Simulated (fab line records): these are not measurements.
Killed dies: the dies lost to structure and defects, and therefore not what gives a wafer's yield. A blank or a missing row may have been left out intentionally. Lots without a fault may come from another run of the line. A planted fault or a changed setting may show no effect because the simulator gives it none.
fab line records | flow nandHarc
record lots=14 | wafers=42 | lastDay=34
route steps=1302 shown A_CHANNEL_HOLE_D1@451 A_BONDPAD@1236 THIN_TSV@1264 END@1302
lots with no fault: from the same line, run without faults
startH: the number of hours between the record's first day and the start of the first shown wafer of the lot | waitH: hours since the lot's step before | " identical to the entry in the row above | L1.1+2: one row covering several wafers at once | - no value present, or no start provided | * or withheld: withheld | < > ~ a bound
route shown NAME@n: a module of which the file shows steps, and the number in the route of the first | usual: mean/standard deviation of fault-free wafers | same: alike in all rows | chamber/n: place in a boat | sites: each site's reading | _std_site: their standard deviation | _edge_site: mean of outer sites minus mean of inner sites | radiusMm: how far each site lies from the wafer's centre | mask NAME#n: copy n | behind: tool/chamber where the wafer was last shaped | hold: why the lot went on hold/how many hours it stayed there/how the hold came to an end | device: names the non-switching transistor (n, p or np) | end of line: tests of these same wafers at the route's end | where a step has no rows: the recipe by itself | killed: dies that structure and defects cost at the first sort, which is not the same as the wafer's yield | map: a wafer's dies, marking killed ones x, the rest . and places with no die _
set.NAME: setting as actually run; set.NAME@STEP: the setting as run at that earlier step | model.NAME: the simulator's own value behind a step, which no gauge read
a sample of lots followed through the steps of the route, with each step as a table and each wafer as a row
services: from which hour (startH, from the record's first day; less than 0 if before it) a tool's chamber was out of use, for how many hours, and why
## steps
# step NHARC_A_CHANNEL_HOLE_D1_DEP_01
# recipe targetThkA=1400 | targetThkNm=140 | tempC=400 | pressureTorr=3.5 | flowSccm=200 | rfW=350 | material=SiON
# usual heaterPowerW=722/110
lot.wafer | tool     | chamber | startH | waitH | heaterPowerW | sinceWetCleanH
L873.3    | pecvd-02 | 1       | 186.46 | 1.0   | 772          | 127
L873.6    | "        | 0       | "      | "     | 770          | -
L873.5    | "        | 1       | "      | "     | 775          | -
L874.3    | pecvd-03 | 1       | 199.11 | 1.0   | 650          | 1
L874.6    | "        | 1       | "      | "     | 654          | -
L874.5    | "        | 0       | "      | "     | 871          | -
L876.4    | pecvd-04 | 1       | 215.17 | 0.7   | 742          | -
L876.5    | "        | 2       | "      | "     | 757          | -
L876.6    | "        | 0       | "      | "     | 911          | -
L877.1    | pecvd-03 | 1       | 235.00 | 1.6   | 635          | 37
L877.2    | "        | 2       | "      | "     | 730          | 37
L877.4    | "        | 2       | "      | "     | 739          | -
L878.3    | pecvd-04 | 0       | 243.24 | 1.0   | 902          | 142
L878.1    | "        | 1       | "      | "     | 664          | 142
L878.5    | "        | 1       | "      | "     | 657          | -
L879.3    | pecvd-04 | 2       | 250.73 | 1.0   | 711          | 150
L879.1    | "        | 0       | "      | "     | 860          | 150
L879.2    | "        | 1       | "      | "     | 735          | 150
L880.1    | pecvd-02 | 2       | 263.23 | 1.6   | 501          | 23
L880.3    | "        | 0       | "      | "     | 686          | 23
L880.5    | "        | 2       | "      | "     | 522          | -
L881.2    | pecvd-02 | 1       | 278.52 | 1.3   | 727          | 39
L881.6    | "        | 1       | "      | "     | 705          | -
L881.5    | "        | 2       | "      | "     | 491          | -
L888.1    | pecvd-04 | 2       | 342.17 | 1.6   | 690          | 60
L888.2    | "        | 0       | "      | "     | 846          | 60
L888.3    | "        | 1       | "      | "     | 599          | 60
L891.2    | pecvd-04 | 2       | 364.46 | 1.3   | 749          | 82
L891.1    | "        | 0       | "      | "     | 954          | 83
L891.5    | "        | 1       | "      | "     | 713          | -
L893.2    | pecvd-02 | 1       | 388.67 | 1.3   | 779          | 149
L893.3    | "        | 2       | "      | "     | 581          | 149
L893.1    | "        | 0       | "      | "     | 756          | 149
L892.3    | pecvd-03 | 2       | 388.85 | 1.0   | 697          | 10
L892.1    | "        | 1       | "      | "     | 688          | 10
L892.5    | "        | 0       | "      | "     | 803          | -
L894.3    | pecvd-02 | 0       | 396.19 | 1.0   | 747          | 156
L894.1    | "        | 1       | "      | "     | 722          | 156
L894.4    | "        | 2       | "      | "     | 546          | -
L895.2    | pecvd-03 | 1       | 413.96 | 1.3   | 683          | 35
L895.5    | "        | 0       | "      | "     | 754          | -
L895.6    | "        | 1       | "      | "     | 675          | -
# step NHARC_A_BONDPAD_INSPECT_23
# usual rawDefectCount=537/120
lot.wafer | tool             | chamber | startH | waitH | rawDefectCount
L873.3    | defectInspect-01 | -       | 541.82 | 0.0   | 769
L873.5    | "                | -       | "      | "     | 724
L873.6    | "                | -       | "      | "     | 500
L874.3    | defectInspect-02 | -       | 563.92 | 0.0   | 633
L874.5    | "                | -       | "      | "     | 696
L874.6    | "                | -       | "      | "     | 568
L876.4    | defectInspect-01 | -       | 580.62 | 0.0   | 437
L876.5    | "                | -       | "      | "     | 456
L876.6    | "                | -       | "      | "     | 419
L878.1    | defectInspect-02 | -       | 593.46 | 0.1   | 370
L878.3    | "                | -       | "      | "     | 442
L878.5    | "                | -       | "      | "     | 418
L877.1    | defectInspect-02 | -       | 596.44 | 0.0   | 587
L877.2    | "                | -       | "      | "     | 633
L877.4    | "                | -       | "      | "     | 752
L879.1    | defectInspect-02 | -       | 605.93 | 0.0   | 631
L879.2    | "                | -       | "      | "     | 500
L879.3    | "                | -       | "      | "     | 549
L880.1    | defectInspect-02 | -       | 621.30 | 0.0   | 416
L880.3    | "                | -       | "      | "     | 421
L880.5    | "                | -       | "      | "     | 421
L881.2    | defectInspect-01 | -       | 640.43 | 0.0   | 461
L881.5    | "                | -       | "      | "     | 513
L881.6    | "                | -       | "      | "     | 523
L888.1    | defectInspect-02 | -       | 689.95 | 0.0   | 583
L888.3    | "                | -       | "      | "     | 615
L891.2    | defectInspect-01 | -       | 716.65 | 0.0   | 510
L891.5    | "                | -       | "      | "     | 539
L892.1    | defectInspect-01 | -       | 732.35 | 0.0   | 402
L892.3    | "                | -       | "      | "     | 471
L892.5    | "                | -       | "      | "     | 420
L893.1    | defectInspect-02 | -       | 734.45 | 0.0   | 645
L893.2    | "                | -       | "      | "     | 670
L893.3    | "                | -       | "      | "     | 440
L894.1    | defectInspect-01 | -       | 748.52 | 0.0   | 611
L894.3    | "                | -       | "      | "     | 731
L894.4    | "                | -       | "      | "     | 685
L895.2    | defectInspect-02 | -       | 781.05 | 0.0   | 511
L895.5    | "                | -       | "      | "     | 672
L895.6    | "                | -       | "      | "     | 576
# step NHARC_THIN_TSV_CD_MEAS_16
# usual cdNm=998.8/2.4
lot.wafer | tool     | chamber | startH | waitH | cdNm
L873.3    | cdSem-02 | -       | 555.00 | 0.1   | 1004.5
L873.5    | "        | -       | "      | "     | 1000.2
L873.6    | "        | -       | "      | "     | 995.7
L874.3    | cdSem-01 | -       | 575.93 | 0.1   | 997.7
L874.5    | "        | -       | "      | "     | 996.5
L874.6    | "        | -       | "      | "     | 996.5
L876.4    | cdSem-02 | -       | 594.01 | 0.1   | 1001.3
L876.5    | "        | -       | "      | "     | 1000.5
L876.6    | "        | -       | "      | "     | 1001.8
L877.1    | cdSem-03 | -       | 609.86 | 0.1   | 995.9
L877.2    | "        | -       | "      | "     | 993.9
L877.4    | "        | -       | "      | "     | 997.3
L878.1    | cdSem-02 | -       | 611.04 | 0.1   | 997.2
L878.3    | "        | -       | "      | "     | 1003.4
L878.5    | "        | -       | "      | "     | 1002.0
L879.1    | cdSem-03 | -       | 621.65 | 0.1   | 998.9
L879.2    | "        | -       | "      | "     | 999.7
L879.3    | "        | -       | "      | "     | 1004.2
L880.1    | cdSem-02 | -       | 639.21 | 0.1   | 1001.8
L880.3    | "        | -       | "      | "     | 1001.1
L880.5    | "        | -       | "      | "     | 998.7
L881.2    | cdSem-01 | -       | 651.31 | 0.1   | 998.5
L881.5    | "        | -       | "      | "     | 1001.1
L881.6    | "        | -       | "      | "     | 998.4
L888.1    | cdSem-03 | -       | 701.42 | 0.1   | 1000.7
L888.3    | "        | -       | "      | "     | 996.8
L891.2    | cdSem-03 | -       | 730.25 | 0.1   | 995.6
L891.5    | "        | -       | "      | "     | 995.8
L892.1    | cdSem-03 | -       | 747.37 | 0.1   | 996.4
L892.3    | "        | -       | "      | "     | 996.8
L892.5    | "        | -       | "      | "     | 997.4
L893.1    | cdSem-02 | -       | 748.68 | 0.1   | 998.5
L893.2    | "        | -       | "      | "     | 994.4
L893.3    | "        | -       | "      | "     | 1000.0
L894.1    | cdSem-01 | -       | 761.67 | 0.1   | 998.7
L894.3    | "        | -       | "      | "     | 997.9
L894.4    | "        | -       | "      | "     | 997.0
L895.2    | cdSem-01 | -       | 795.93 | 0.1   | 997.0
L895.5    | "        | -       | "      | "     | 998.5
L895.6    | "        | -       | "      | "     | 996.0
# step NHARC_THIN_TSV_STRIP_62
# recipe powerW=1500 | tempC=250 | timeS=20 | chemistry=N2/H2
# usual drypumpMotorCurrentA=6.02/0.13 | heaterPowerW=327/31
lot.wafer | tool           | chamber | startH | waitH | drypumpMotorCurrentA | heaterPowerW | rfHoursCounterH
L873.3    | plasmaAsher-02 | 1       | 556.67 | -     | 6.12                 | 350          | -
L873.6    | "              | 1       | "      | "     | 6.14                 | 363          | -
L873.5    | "              | 0       | "      | "     | 5.81                 | 278          | -
L874.3    | plasmaAsher-01 | 0       | 577.64 | -     | 6.07                 | 360          | -
L874.5    | "              | 1       | "      | "     | 6.13                 | 343          | -
L874.6    | "              | 0       | "      | "     | 6.07                 | 364          | -
L876.4    | plasmaAsher-01 | 1       | 595.73 | -     | 6.10                 | 338          | -
L876.5    | "              | 0       | "      | "     | 6.07                 | 353          | -
L876.6    | "              | 1       | "      | "     | 6.12                 | 335          | -
L877.2    | plasmaAsher-02 | 1       | 611.50 | -     | 6.11                 | 359          | 35
L877.1    | "              | 0       | "      | "     | 5.80                 | 275          | 35
L877.4    | "              | 1       | "      | "     | 6.09                 | 363          | -
L878.1    | plasmaAsher-01 | 1       | 612.70 | -     | 6.14                 | 346          | 16
L878.3    | "              | 0       | "      | "     | 6.11                 | 352          | -
L878.5    | "              | 0       | "      | "     | 6.09                 | 358          | -
L879.2    | plasmaAsher-01 | 1       | 623.36 | -     | 6.13                 | 341          | 19
L879.1    | "              | 0       | "      | "     | 6.08                 | 353          | 19
L879.3    | "              | 0       | "      | "     | 6.07                 | 355          | -
L880.1    | plasmaAsher-02 | 0       | 640.99 | -     | 5.81                 | 286          | 0
L880.3    | "              | 0       | "      | "     | 5.81                 | 278          | -
L880.5    | "              | 0       | "      | "     | 5.82                 | 281          | -
L881.2    | plasmaAsher-02 | 0       | 652.96 | -     | 5.79                 | 281          | 3
L881.5    | "              | 1       | "      | "     | 6.11                 | 322          | -
L881.6    | "              | 0       | "      | "     | 5.78                 | 282          | -
L888.1    | plasmaAsher-02 | 1       | 703.64 | -     | 6.09                 | 328          | 14
L888.3    | "              | 1       | "      | "     | 6.13                 | 330          | -
L891.2    | plasmaAsher-02 | 0       | 731.90 | -     | 5.82                 | 276          | 21
L891.5    | "              | 0       | "      | "     | 5.81                 | 278          | -
L892.1    | plasmaAsher-02 | 0       | 749.17 | -     | 5.81                 | 276          | 24
L892.3    | "              | 1       | "      | "     | 6.11                 | 340          | -
L892.5    | "              | 0       | "      | "     | 5.81                 | 270          | -
L893.1    | plasmaAsher-01 | 0       | 750.32 | -     | 6.09                 | 347          | 10
L893.2    | "              | 1       | "      | "     | 6.11                 | 354          | 10
L893.3    | "              | 1       | "      | "     | 6.11                 | 350          | -
L894.1    | plasmaAsher-02 | 0       | 763.31 | -     | 5.82                 | 283          | 25
L894.4    | "              | 0       | "      | "     | 5.82                 | 276          | -
L894.3    | "              | 1       | "      | "     | 6.08                 | 336          | -
L895.2    | plasmaAsher-01 | 1       | 797.59 | -     | 6.10                 | 364          | 19
L895.6    | "              | 0       | "      | "     | 6.09                 | 356          | -
L895.5    | "              | 1       | "      | "     | 6.12                 | 362          | -
# step NHARC_END_SORT_01
# recipe tempC=25
# usual killedAtArray=55/19 | killedAtOther=0.9/1.4 | killedAtPeriphery=3.8/2.9 | killedDies=60/19 | killedOpen=3.3/1.8 | killedShort=2.6/1.6
# same grossDies=677
lot.wafer | tool      | chamber | startH | waitH | killedAtArray | killedAtOther | killedAtPeriphery | killedDies | killedOpen | killedShort
L888.1    | prober-02 | 0       | 716.11 | 2.5   | 86            | 0             | 4                 | 90         | 6          | 3
L888.2    | prober-02 | 0       | 716.90 | 2.8   | 640           | 0             | 2                 | 642        | 3          | 6
L888.3    | prober-02 | 0       | 717.68 | 3.1   | 70            | 0             | 4                 | 74         | 5          | 3
L891.1    | prober-01 | 0       | 747.13 | 2.5   | 625           | 1             | 4                 | 630        | 5          | 4
L891.2    | prober-01 | 0       | 747.93 | 2.8   | 64            | 0             | 1                 | 65         | 2          | 3
L891.5    | prober-01 | 0       | 750.36 | 3.7   | 57            | 1             | 0                 | 58         | 5          | 0
# killed by level:class
L888.1 A_CHANNEL_HOLE_D1:chamberFilmFlake=33 A_SLIT:chamberFilmFlake=28 A_CHANNEL_HOLE_D2:chamberFilmFlake=9 A_CONTACT:chamberFilmFlake=8 P_CONTACT:geometricParticle:open=1 P_M0:geometricParticle:open=1 P_M0:geometricParticle:short=1 A_ONON_D1:geometricParticle:open=1
L888.2 A_CHANNEL_HOLE_D1:areaDep=550 A_CHANNEL_HOLE_D1:chamberFilmFlake=32 A_SLIT:chamberFilmFlake=19 A_CHANNEL_HOLE_D2:chamberFilmFlake=18 A_CONTACT:chamberFilmFlake=10 P_M0:geometricParticle:short=1 A_ONON_D1:geometricParticle:short=1 A_CHANNEL_HOLE_D1:geometricParticle:short=1
L888.3 A_CHANNEL_HOLE_D1:chamberFilmFlake=29 A_SLIT:chamberFilmFlake=15 A_CHANNEL_HOLE_D2:chamberFilmFlake=9 A_CONTACT:chamberFilmFlake=6 P_CONTACT:geometricParticle:open=2 A_WL_FILL:geometricParticle:short=2 A_BLC:geometricParticle:open=2 A_CHANNEL_FILL_D1:chamberFilmFlake=2
L891.1 A_CHANNEL_HOLE_D1:areaDep=573 A_CHANNEL_HOLE_D2:chamberFilmFlake=15 A_CHANNEL_HOLE_D1:chamberFilmFlake=13 A_CONTACT:chamberFilmFlake=8 A_STAIRCASE:chamberFilmFlake=6 A_CHANNEL_FILL_D2:geometricParticle:short=2 A_SLIT:chamberFilmFlake=2 P_CONTACT:geometricParticle:open=1
L891.2 A_CHANNEL_HOLE_D2:chamberFilmFlake=25 A_CHANNEL_HOLE_D1:chamberFilmFlake=11 A_CONTACT:chamberFilmFlake=8 A_STAIRCASE:chamberFilmFlake=7 A_SLIT:chamberFilmFlake=6 A_WL_FILL:chamberFilmFlake=2 P_M0:geometricParticle:short=1 A_DECK1_JOINT:geometricParticle:open=1
L891.5 A_CHANNEL_HOLE_D2:chamberFilmFlake=19 A_CHANNEL_HOLE_D1:chamberFilmFlake=14 A_STAIRCASE:chamberFilmFlake=7 A_CONTACT:chamberFilmFlake=6 A_SLIT:chamberFilmFlake=5 A_CHANNEL_FILL_D2:geometricParticle:open=2 A_SOURCE_PLATE:geometricParticle:open=1 A_WL_FILL:geometricParticle:open=1
## services
tool           | chamber | startH | hours | kind
plasmaAsher-01 | -       | 165.00 | 9.0   | pm
pecvd-02       | -       | 188.04 | 0.7   | repair
pecvd-02       | -       | 227.00 | 13.0  | pm
pecvd-04       | -       | 269.00 | 13.0  | pm
plasmaAsher-02 | -       | 270.84 | 9.0   | pm
plasmaAsher-01 | -       | 279.12 | 4.4   | repair
plasmaAsher-02 | -       | 289.20 | 6.4   | repair
plasmaAsher-02 | -       | 317.74 | 1.0   | repair
pecvd-02       | 2       | 329.30 | 8.8   | repair
plasmaAsher-01 | -       | 342.00 | 9.0   | pm
plasmaAsher-02 | -       | 366.67 | 0.7   | repair
pecvd-02       | -       | 408.00 | 13.0  | pm
plasmaAsher-01 | -       | 432.26 | 1.8   | repair
plasmaAsher-02 | -       | 447.84 | 9.0   | pm
pecvd-04       | -       | 450.00 | 13.0  | pm
pecvd-04       | 0       | 482.87 | 4.0   | repair
plasmaAsher-02 | -       | 513.49 | 2.5   | repair
plasmaAsher-01 | -       | 519.00 | 9.0   | pm
plasmaAsher-02 | -       | 619.13 | 0.3   | repair
plasmaAsher-02 | -       | 624.94 | 9.0   | pm
plasmaAsher-02 | -       | 635.69 | 4.3   | repair
plasmaAsher-01 | -       | 696.00 | 9.0   | pm
plasmaAsher-01 | -       | 778.11 | 1.2   | repair
plasmaAsher-01 | -       | 789.11 | 1.9   | repair
## key
firstSign step=NHARC_END_SORT_01 | reading=killedDies | direction=up | sigmas=30 | usual=60 | struck=636
effect step=NHARC_END_SORT_01 | reading=killedAtArray | direction=up | sigmas=30 | usual=55 | struck=632
moreKillsBornAt NHARC_A_CHANNEL_HOLE_D1_DEP_01@pecvd-04=1123
metAt NHARC_A_CHANNEL_HOLE_D1_DEP_01
struckLots L888,L891
struckWafers L888.2,L891.1
laterRowsLeftOut L888.2,L891.1
testerLeftOut L888,L891
notActingAt NHARC_A_BONDPAD_INSPECT_23,NHARC_THIN_TSV_CD_MEAS_16,NHARC_THIN_TSV_STRIP_62
onsetBetween 250.73 342.17
fault kind=processParameterDrift | tool=pecvd-04 | chamber=0 | onsetH=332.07 | steps=NHARC_A_CHANNEL_HOLE_D1_DEP_01 | channel=targetThkA | offset=* | shape=step | endH=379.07 | actsIn=* | stated=*
# testerLeftOut: of these lots the tester's yield and bins aren't shown, on N5 and GAA mostly nor the transistor test; their killed dies are dies lost to structure and defects alone, not to doping, threshold or leakage, so they don't give the yield
# laterRowsLeftOut: the simulator's readings of these wafers behind a module that went badly wrong aren't trusted and aren't shown, but for the sort
